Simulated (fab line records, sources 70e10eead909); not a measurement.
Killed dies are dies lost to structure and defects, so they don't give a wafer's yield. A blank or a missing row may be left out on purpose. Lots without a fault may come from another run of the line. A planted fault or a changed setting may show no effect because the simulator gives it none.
Which tool did it? | flow nand_harc | 24 lots, 72 wafers sampled, at 6 steps of a route of 1302

WHAT THE GAUGES READ, wafer by wafer
The record holds no reading of a measuring or inspecting step that can be judged against a usual standard deviation.

WHICH TOOL RAN EACH LOT (tool, then ch and the chambers of the sampled wafers, then the start)
lot  | NHARC_P_GATE_ETCH_32             | NHARC_P_GATE_STRIP_111               | NHARC_P_CONTACT_STRIP_28           | NHARC_P_M0_ETCH_15                            | NHARC_P_M0_DEGAS_28          | NHARC_P_M0_ANNEAL_30
L074 | rie_si-02 ch 0,1, day 4 23:49    | plasma_asher-01 ch 0,1, day 5 11:54  | rie_diel-07 ch 1,2,3, day 5 20:47  | rie_diel-03 ch 1,2, day 6 00:48 or earlier    | pvd_sputter-03, day 6 00:48  | rtp_anneal-02 ch 0, day 6 01:37
L075 | rie_si-02 ch 2,3, day 5 13:40    | plasma_asher-01 ch 0,1, day 6 01:37  | rie_diel-04 ch 1,2, day 6 10:05    | rie_diel-03 ch 0,1,2, day 6 14:30 or earlier  | pvd_sputter-03, day 6 14:30  | rtp_anneal-02 ch 0, day 6 15:14
L076 | rie_si-06 ch 0,3, day 5 21:26    | plasma_asher-02 ch 0,1, day 6 09:10  | rie_diel-04 ch 0,1,3, day 6 17:40  | rie_diel-03 ch 0,3, day 6 21:47 or earlier    | pvd_sputter-01, day 6 21:47  | rtp_anneal-01 ch 0, day 6 22:34
L077 | rie_si-06 ch 0,1,3, day 6 07:43  | plasma_asher-01 ch 0,1, day 6 19:30  | rie_diel-07 ch 1,3, day 7 04:22    | rie_diel-03 ch 1,2, day 7 08:36 or earlier    | pvd_sputter-03, day 7 08:36  | rtp_anneal-02 ch 0, day 7 09:23
L078 | rie_si-02 ch 0,3, day 6 19:20    | plasma_asher-01 ch 0,1, day 7 07:15  | rie_diel-08 ch 0,1,3, day 7 16:38  | rie_diel-05 ch 0,1, day 7 20:39 or earlier    | pvd_sputter-01, day 7 20:39  | rtp_anneal-01 ch 0, day 7 21:22
L079 | rie_si-02 ch 0,1,2, day 7 07:23  | plasma_asher-01 ch 0,1, day 7 19:39  | rie_diel-07 ch 0,3, day 8 04:37    | rie_diel-03 ch 0,1, day 8 08:46 or earlier    | pvd_sputter-02, day 8 08:46  | rtp_anneal-01 ch 0, day 8 09:29
L080 | rie_si-02 ch 1,3, day 7 22:04    | plasma_asher-02 ch 0,1, day 8 09:44  | rie_diel-08 ch 0,2,3, day 8 18:19  | rie_diel-03 ch 0,3, day 8 22:19 or earlier    | pvd_sputter-03, day 8 22:19  | rtp_anneal-02 ch 0, day 8 23:05
L081 | rie_si-01 ch 0,1,2, day 7 22:19  | plasma_asher-01 ch 0,1, day 8 10:10  | rie_diel-07 ch 0,1,3, day 8 18:56  | rie_diel-03 ch 0,1,2, day 8 23:07 or earlier  | pvd_sputter-01, day 8 23:07  | rtp_anneal-01 ch 0, day 8 23:54
L082 | rie_si-01 ch 0,2,3, day 8 08:04  | plasma_asher-02 ch 0,1, day 8 21:59  | rie_diel-07 ch 1,2,3, day 9 06:56  | rie_diel-05 ch 1,2,3, day 9 10:56 or earlier  | pvd_sputter-03, day 9 10:56  | rtp_anneal-01 ch 0, day 9 11:40
L083 | rie_si-02 ch 0,1,3, day 8 21:32  | plasma_asher-01 ch 0,1, day 9 09:21  | rie_diel-07 ch 1,2,3, day 9 18:17  | rie_diel-13 ch 0,1,2, day 9 23:01 or earlier  | pvd_sputter-03, day 9 23:01  | rtp_anneal-02 ch 0, day 9 23:45
L084 | rie_si-02 ch 0,3, day 9 04:02    | plasma_asher-02 ch 0,1, day 9 15:53  | rie_diel-07 ch 0,3, day 10 00:49   | rie_diel-03 ch 0,1,2, day 10 04:56 or earlier | pvd_sputter-02, day 10 04:56 | rtp_anneal-02 ch 0, day 10 05:39
L086 | rie_si-02 ch 0,2,3, day 9 17:49  | plasma_asher-02 ch 0,1, day 10 05:37 | rie_diel-08 ch 0,2,3, day 10 14:29 | rie_diel-03 ch 1,2,3, day 10 18:37 or earlier | pvd_sputter-03, day 10 18:37 | rtp_anneal-02 ch 0, day 10 19:21
L085 | rie_si-06 ch 0,2,3, day 9 18:29  | plasma_asher-02 ch 1, day 10 06:17   | rie_diel-04 ch 0,3, day 10 15:25   | rie_diel-03 ch 0,1,2, day 10 19:41 or earlier | pvd_sputter-03, day 10 19:41 | rtp_anneal-02 ch 0, day 10 20:28
L087 | rie_si-01 ch 0,1,3, day 10 13:58 | plasma_asher-02 ch 0,1, day 11 03:52 | rie_diel-07 ch 0,1,2, day 11 12:40 | rie_diel-03 ch 0,1,3, day 11 16:41 or earlier | pvd_sputter-03, day 11 16:41 | rtp_anneal-01 ch 0, day 11 17:25
L089 | rie_si-01 ch 0,1,3, day 11 06:59 | plasma_asher-02 ch 0,1, day 11 18:52 | rie_diel-07 ch 0,1,3, day 12 03:42 | rie_diel-05 ch 0,1,2, day 12 07:57 or earlier | pvd_sputter-02, day 12 07:57 | rtp_anneal-02 ch 0, day 12 08:43
L088 | rie_si-02 ch 0,2,3, day 11 07:50 | plasma_asher-02 ch 0,1, day 11 21:44 | rie_diel-07 ch 0,2,3, day 12 06:23 | rie_diel-03 ch 0,1,3, day 12 11:16 or earlier | pvd_sputter-02, day 12 11:16 | rtp_anneal-01 ch 0, day 12 12:02
L090 | rie_si-06 ch 0,1,3, day 11 20:43 | plasma_asher-02 ch 0,1, day 12 08:33 | rie_diel-07 ch 1,2, day 12 17:11   | rie_diel-05 ch 0,2,3, day 12 21:14 or earlier | pvd_sputter-03, day 12 21:14 | rtp_anneal-01 ch 0, day 12 22:01
L091 | rie_si-01 ch 0,1,3, day 12 00:53 | plasma_asher-01 ch 1, day 12 12:44   | rie_diel-04 ch 0,1,2, day 12 21:25 | rie_diel-05 ch 0,2,3, day 13 01:28 or earlier | pvd_sputter-03, day 13 01:28 | rtp_anneal-02 ch 0, day 13 02:15
L092 | rie_si-01 ch 0,1,2, day 12 13:17 | plasma_asher-01 ch 0,1, day 13 01:10 | rie_diel-04 ch 1,2,3, day 13 10:17 | rie_diel-13 ch 0,1,2, day 13 14:25 or earlier | pvd_sputter-02, day 13 14:25 | rtp_anneal-02 ch 0, day 13 15:10
L093 | rie_si-02 ch 0,2,3, day 13 02:56 | plasma_asher-01 ch 0,1, day 13 14:37 | rie_diel-07 ch 1,2,3, day 13 23:17 | rie_diel-05 ch 0,3, day 14 03:22 or earlier   | pvd_sputter-01, day 14 03:22 | rtp_anneal-01 ch 0, day 14 04:07
L094 | rie_si-06 ch 0,2, day 13 13:01   | plasma_asher-01 ch 0,1, day 14 00:44 | rie_diel-04 ch 0,1,3, day 14 09:23 | rie_diel-13 ch 0,3, day 14 13:37 or earlier   | pvd_sputter-01, day 14 13:37 | rtp_anneal-02 ch 0, day 14 14:22
L095 | rie_si-01 ch 0,3, day 13 13:47   | plasma_asher-01 ch 0,1, day 14 02:04 | rie_diel-08 ch 0,2,3, day 14 10:58 | rie_diel-03 ch 1,2, day 14 15:10 or earlier   | pvd_sputter-02, day 14 15:10 | rtp_anneal-02 ch 0, day 14 15:56
L096 | rie_si-06 ch 0,2,3, day 14 03:34 | plasma_asher-01 ch 0,1, day 14 15:52 | rie_diel-08 ch 0,1,2, day 15 00:22 | rie_diel-03 ch 1,2,3, day 15 04:35 or earlier | pvd_sputter-01, day 15 04:35 | rtp_anneal-01 ch 0, day 15 05:19
L097 | rie_si-02 ch 1,2,3, day 14 11:48 | plasma_asher-01 ch 0,1, day 14 23:32 | rie_diel-08 ch 1,2,3, day 15 08:11 | rie_diel-03 ch 1,2,3, day 15 12:24 or earlier | pvd_sputter-02, day 15 12:24 | rtp_anneal-01 ch 0, day 15 13:08
- NHARC_P_GATE_ETCH_32: etches the open film in HBr/Cl2, target depth 150 nm, time 100.1 s.
- NHARC_P_GATE_STRIP_111: strips in N2/H2, time 250 s.
- NHARC_P_CONTACT_STRIP_28: strips in O2.
- NHARC_P_M0_ETCH_15: etches the open film in C4F8/Ar, target depth 150 nm, overetch 15 nm, time 82.5 s.
- NHARC_P_M0_DEGAS_28: time 60 s.
- NHARC_P_M0_ANNEAL_30: time 90 s.

WHAT THE TOOLS THEMSELVES READ (means of the sampled wafers that have a number; where no wafer has one, the mark that the record gives instead)
NHARC_P_GATE_ETCH_32. Usual: chamber_pressure_mTorr 14.999 mTorr, standard deviation 0.014; drypump_motor_current_A 5.6 A, standard deviation 0.43; oes_product_au 0.998 a.u., standard deviation 0.0098; throttle_valve_pct 26.405 %, standard deviation 0.0091.
lot  | tool      | chamber_pressure_mTorr (mTorr) | drypump_motor_current_A (A) | oes_product_au (a.u.) | throttle_valve_pct (%) | flag
L074 | rie_si-02 | 15.002                         | 5.7                         | 0.998                 | 26.413                 |
L075 | rie_si-02 | 15.002                         | 5.6                         | 1.003                 | 26.413                 |
L076 | rie_si-06 | 14.998                         | 5.8                         | 1.004                 | 26.407                 |
L077 | rie_si-06 | 14.996                         | 5.5                         | 0.999                 | 26.399                 |
L078 | rie_si-02 | 14.996                         | 5.2                         | 0.994                 | 26.406                 |
L079 | rie_si-02 | 14.999                         | 5.8                         | 1.000                 | 26.403                 |
L080 | rie_si-02 | 14.998                         | 5.4                         | 0.995                 | 26.407                 |
L081 | rie_si-01 | 14.997                         | 5.8                         | 1.005                 | 26.404                 |
L082 | rie_si-01 | 15.002                         | 5.9                         | 0.996                 | 26.412                 |
L083 | rie_si-02 | 15.010                         | 5.5                         | 0.991                 | 26.402                 |
L084 | rie_si-02 | 14.984                         | 5.4                         | 0.998                 | 26.413                 |
L086 | rie_si-02 | 15.000                         | 5.5                         | 0.999                 | 26.402                 |
L085 | rie_si-06 | 15.005                         | 5.9                         | 1.002                 | 26.410                 |
L087 | rie_si-01 | 15.007                         | 5.4                         | 1.010                 | 26.409                 |
L089 | rie_si-01 | 14.981                         | 5.4                         | 1.009                 | 26.405                 |
L088 | rie_si-02 | 14.992                         | 5.5                         | 1.004                 | 26.407                 |
L090 | rie_si-06 | 14.995                         | 5.5                         | 0.986                 | 26.403                 |
L091 | rie_si-01 | 15.012                         | 5.4                         | 1.003                 | 26.405                 |
L092 | rie_si-01 | 15.005                         | 5.8                         | 1.015                 | 26.409                 |
L093 | rie_si-02 | 14.982                         | 5.5                         | 0.992                 | 26.408                 |
L094 | rie_si-06 | 15.009                         | 6.0                         | 1.001                 | 26.401                 |
L095 | rie_si-01 | 15.004                         | 5.5                         | 1.000                 | 26.417                 |
L096 | rie_si-06 | 15.006                         | 5.9                         | 1.000                 | 26.398                 |
L097 | rie_si-02 | 15.003                         | 5.7                         | 0.991                 | 26.405                 |

NHARC_P_GATE_STRIP_111. Usual: drypump_motor_current_A 5.9 A, standard deviation 0.44; heater_power_w 93 W, standard deviation 6; temp_c 109.99 C, standard deviation 0.13.
lot  | tool            | drypump_motor_current_A (A) | heater_power_w (W) | temp_c (C) | flag
L074 | plasma_asher-01 | 6.0                         | 96                 | 110.05     |
L075 | plasma_asher-01 | 5.7                         | 98                 | 109.89     |
L076 | plasma_asher-02 | 6.0                         | 89                 | 109.96     |
L077 | plasma_asher-01 | 5.7                         | 96                 | 109.94     |
L078 | plasma_asher-01 | 6.0                         | 98                 | 109.95     |
L079 | plasma_asher-01 | 6.0                         | 97                 | 110.03     |
L080 | plasma_asher-02 | 6.1                         | 89                 | 110.12     |
L081 | plasma_asher-01 | 6.0                         | 96                 | 109.86     |
L082 | plasma_asher-02 | 6.1                         | 91                 | 109.88     |
L083 | plasma_asher-01 | 6.0                         | 96                 | 110.21     |
L084 | plasma_asher-02 | 6.0                         | 87                 | 110.06     |
L086 | plasma_asher-02 | 6.1                         | 90                 | 110.04     |
L085 | plasma_asher-02 | 6.2                         | 93                 | 110.07     |
L087 | plasma_asher-02 | 6.2                         | 89                 | 109.98     |
L089 | plasma_asher-02 | 6.1                         | 86                 | 109.93     |
L088 | plasma_asher-02 | 6.1                         | 86                 | 110.20     |
L090 | plasma_asher-02 | 6.0                         | 83                 | 109.93     |
L091 | plasma_asher-01 | 5.3                         | 98                 | 110.05     |
L092 | plasma_asher-01 | 6.0                         | 95                 | 109.93     |
L093 | plasma_asher-01 | 6.0                         | 97                 | 109.82     |
L094 | plasma_asher-01 | 5.6                         | 99                 | 109.99     |
L095 | plasma_asher-01 | 6.0                         | 96                 | 109.91     |
L096 | plasma_asher-01 | 6.0                         | 94                 | 110.02     |
L097 | plasma_asher-01 | 5.6                         | 99                 | 110.03     |

NHARC_P_CONTACT_STRIP_28. Usual: chamber_pressure_mTorr 59.99 mTorr, standard deviation 0.053; drypump_motor_current_A 5.9 A, standard deviation 0.5; oes_product_au 1.000 a.u., standard deviation 0.0089; rf_vpp_V 57.8 V, standard deviation 0.96; showerhead_plenum_p_Torr 3.54 Torr, standard deviation 0.15; throttle_valve_pct 17.034 %, standard deviation 0.009.
lot  | tool        | chamber_pressure_mTorr (mTorr) | drypump_motor_current_A (A) | oes_product_au (a.u.) | rf_vpp_V (V) | showerhead_plenum_p_Torr (Torr) | throttle_valve_pct (%) | flag
L074 | rie_diel-07 | 60.00                          | 6.1                         | 1.002                 | 57.7         | 3.54                            | 17.034                 |
L075 | rie_diel-04 | 60.02                          | 6.3                         | 0.993                 | 57.2         | 3.67                            | 17.035                 |
L076 | rie_diel-04 | 60.04                          | 6.0                         | 1.005                 | 58.7         | 3.60                            | 17.034                 |
L077 | rie_diel-07 | 60.04                          | 6.3                         | 0.996                 | 58.3         | 3.63                            | 17.028                 |
L078 | rie_diel-08 | 59.98                          | 6.2                         | 1.002                 | 57.4         | 3.47                            | 17.041                 |
L079 | rie_diel-07 | 59.95                          | 5.4                         | 1.005                 | 57.5         | 3.36                            | 17.026                 |
L080 | rie_diel-08 | 59.98                          | 5.8                         | 1.009                 | 57.7         | 3.49                            | 17.028                 |
L081 | rie_diel-07 | 60.03                          | 5.8                         | 1.002                 | 58.2         | 3.50                            | 17.037                 |
L082 | rie_diel-07 | 60.01                          | 6.0                         | 1.004                 | 58.2         | 3.54                            | 17.040                 |
L083 | rie_diel-07 | 60.05                          | 6.0                         | 1.000                 | 58.2         | 3.54                            | 17.033                 |
L084 | rie_diel-07 | 59.98                          | 5.4                         | 1.008                 | 57.7         | 3.36                            | 17.034                 |
L086 | rie_diel-08 | 60.04                          | 5.8                         | 1.004                 | 57.8         | 3.49                            | 17.024                 |
L085 | rie_diel-04 | 60.00                          | 5.8                         | 0.996                 | 58.0         | 3.57                            | 17.037                 |
L087 | rie_diel-07 | 59.97                          | 5.8                         | 0.995                 | 58.0         | 3.53                            | 17.035                 |
L089 | rie_diel-07 | 59.97                          | 5.8                         | 1.000                 | 57.9         | 3.49                            | 17.048                 |
L088 | rie_diel-07 | 59.99                          | 5.6                         | 1.002                 | 57.1         | 3.40                            | 17.039                 |
L090 | rie_diel-07 | 59.96                          | 6.0                         | 0.999                 | 58.4         | 3.57                            | 17.042                 |
L091 | rie_diel-04 | 59.98                          | 5.9                         | 0.992                 | 57.8         | 3.65                            | 17.034                 |
L092 | rie_diel-04 | 59.99                          | 6.2                         | 0.996                 | 57.7         | 3.62                            | 17.037                 |
L093 | rie_diel-07 | 59.96                          | 6.0                         | 1.003                 | 57.2         | 3.53                            | 17.042                 |
L094 | rie_diel-04 | 60.00                          | 6.1                         | 0.992                 | 58.2         | 3.59                            | 17.038                 |
L095 | rie_diel-08 | 60.02                          | 5.8                         | 1.003                 | 57.4         | 3.49                            | 17.028                 |
L096 | rie_diel-08 | 60.00                          | 5.6                         | 1.005                 | 57.0         | 3.56                            | 17.030                 |
L097 | rie_diel-08 | 59.94                          | 5.8                         | 0.997                 | 58.1         | 3.59                            | 17.019                 |

NHARC_P_M0_ETCH_15. Usual: chamber_pressure_mTorr 24.999 mTorr, standard deviation 0.021; oes_product_au 0.953 a.u., standard deviation 0.019; rf_vpp_V 441 V, standard deviation 3.3.
lot  | tool        | chamber_pressure_mTorr (mTorr) | oes_product_au (a.u.) | rf_vpp_V (V) | flag
L074 | rie_diel-03 | 24.999                         | 0.962                 | 439          |
L075 | rie_diel-03 | 24.982                         | 0.958                 | 442          |
L076 | rie_diel-03 | 25.005                         | 0.948                 | 444          |
L077 | rie_diel-03 | 24.993                         | 0.953                 | 442          |
L078 | rie_diel-05 | 25.010                         | 0.970                 | 438          |
L079 | rie_diel-03 | 24.999                         | 0.950                 | 439          |
L080 | rie_diel-03 | 25.003                         | 0.937                 | 443          |
L081 | rie_diel-03 | 24.994                         | 0.934                 | 443          |
L082 | rie_diel-05 | 24.991                         | 0.985                 | 440          |
L083 | rie_diel-13 | 25.018                         | 0.941                 | 439          |
L084 | rie_diel-03 | 25.006                         | 0.964                 | 442          |
L086 | rie_diel-03 | 25.009                         | 0.968                 | 442          |
L085 | rie_diel-03 | 25.003                         | 0.940                 | 443          |
L087 | rie_diel-03 | 24.980                         | 0.971                 | 441          |
L089 | rie_diel-05 | 24.997                         | 0.965                 | 441          |
L088 | rie_diel-03 | 25.004                         | 0.978                 | 441          |
L090 | rie_diel-05 | 25.010                         | 0.965                 | 442          |
L091 | rie_diel-05 | 24.975                         | 0.940                 | 442          |
L092 | rie_diel-13 | 24.987                         | 0.925                 | 439          |
L093 | rie_diel-05 | 24.974                         | 0.951                 | 443          |
L094 | rie_diel-13 | 25.019                         | 0.934                 | 438          |
L095 | rie_diel-03 | 24.990                         | 0.968                 | 441          |
L096 | rie_diel-03 | 24.991                         | 0.923                 | 442          |
L097 | rie_diel-03 | 25.020                         | 0.962                 | 442          |

NHARC_P_M0_DEGAS_28. Usual: heater_power_w 327 W, standard deviation 28.
lot  | tool           | heater_power_w (W) | flag
L074 | pvd_sputter-03 | 317                |
L075 | pvd_sputter-03 | 314                |
L076 | pvd_sputter-01 | 349                |
L077 | pvd_sputter-03 | 308                |
L078 | pvd_sputter-01 | 341                |
L079 | pvd_sputter-02 | 330                |
L080 | pvd_sputter-03 | 336                |
L081 | pvd_sputter-01 | 346                |
L082 | pvd_sputter-03 | 323                |
L083 | pvd_sputter-03 | 329                |
L084 | pvd_sputter-02 | 312                |
L086 | pvd_sputter-03 | 333                |
L085 | pvd_sputter-03 | 332                |
L087 | pvd_sputter-03 | 333                |
L089 | pvd_sputter-02 | 326                |
L088 | pvd_sputter-02 | 310                |
L090 | pvd_sputter-03 | 311                |
L091 | pvd_sputter-03 | 336                |
L092 | pvd_sputter-02 | 316                |
L093 | pvd_sputter-01 | 341                |
L094 | pvd_sputter-01 | 350                |
L095 | pvd_sputter-02 | 311                |
L096 | pvd_sputter-01 | 329                |
L097 | pvd_sputter-02 | 299                |

NHARC_P_M0_ANNEAL_30. Usual: anneal_temp_c 225.01 C, standard deviation 0.17; wafer_temp_C_max 226.02, standard deviation 0.23.
lot  | tool          | anneal_temp_c (C) | wafer_temp_C_max | flag
L074 | rtp_anneal-02 | 225.07            | 226.13           |
L075 | rtp_anneal-02 | 224.98            | 225.95           |
L076 | rtp_anneal-01 | 224.98            | 225.91           |
L077 | rtp_anneal-02 | 225.19            | 226.11           |
L078 | rtp_anneal-01 | 225.17            | 226.10           |
L079 | rtp_anneal-01 | 225.21            | 226.01           |
L080 | rtp_anneal-02 | 225.03            | 226.02           |
L081 | rtp_anneal-01 | 225.05            | 225.93           |
L082 | rtp_anneal-01 | 225.11            | 226.19           |
L083 | rtp_anneal-02 | 225.09            | 226.15           |
L084 | rtp_anneal-02 | 224.88            | 226.02           |
L086 | rtp_anneal-02 | 224.79            | 225.72           |
L085 | rtp_anneal-02 | 225.01            | 226.10           |
L087 | rtp_anneal-01 | 225.08            | 225.92           |
L089 | rtp_anneal-02 | 225.07            | 225.77           |
L088 | rtp_anneal-01 | 224.94            | 225.92           |
L090 | rtp_anneal-01 | 224.86            | 226.02           |
L091 | rtp_anneal-02 | 224.97            | 226.24           |
L092 | rtp_anneal-02 | 225.22            | 226.26           |
L093 | rtp_anneal-01 | 224.76            | 225.72           |
L094 | rtp_anneal-02 | 224.97            | 226.27           |
L095 | rtp_anneal-02 | 224.96            | 226.09           |
L096 | rtp_anneal-01 | 224.78            | 225.92           |
L097 | rtp_anneal-01 | 225.14            | 225.93           |

THE ANSWER, worked out from the rows above alone
Rule: a lot is off if the mean of its wafers that have a number lies more than 3 standard deviations from the usual mean. A lot without any number at a reading at which 4 lots or more have one is off too. The other lots that the step has rows for count as sound. The gauges are gone through in route order, then the tools' own readings, and for those a lot's mean is taken as printed above. The first step at which some lot is off is used, and at that step the reading that is off furthest; a lot without a number counts as furthest.
No lot is off at any reading shown: from this, nothing can be told.

WHAT THE SIMULATOR HAD PUT IN
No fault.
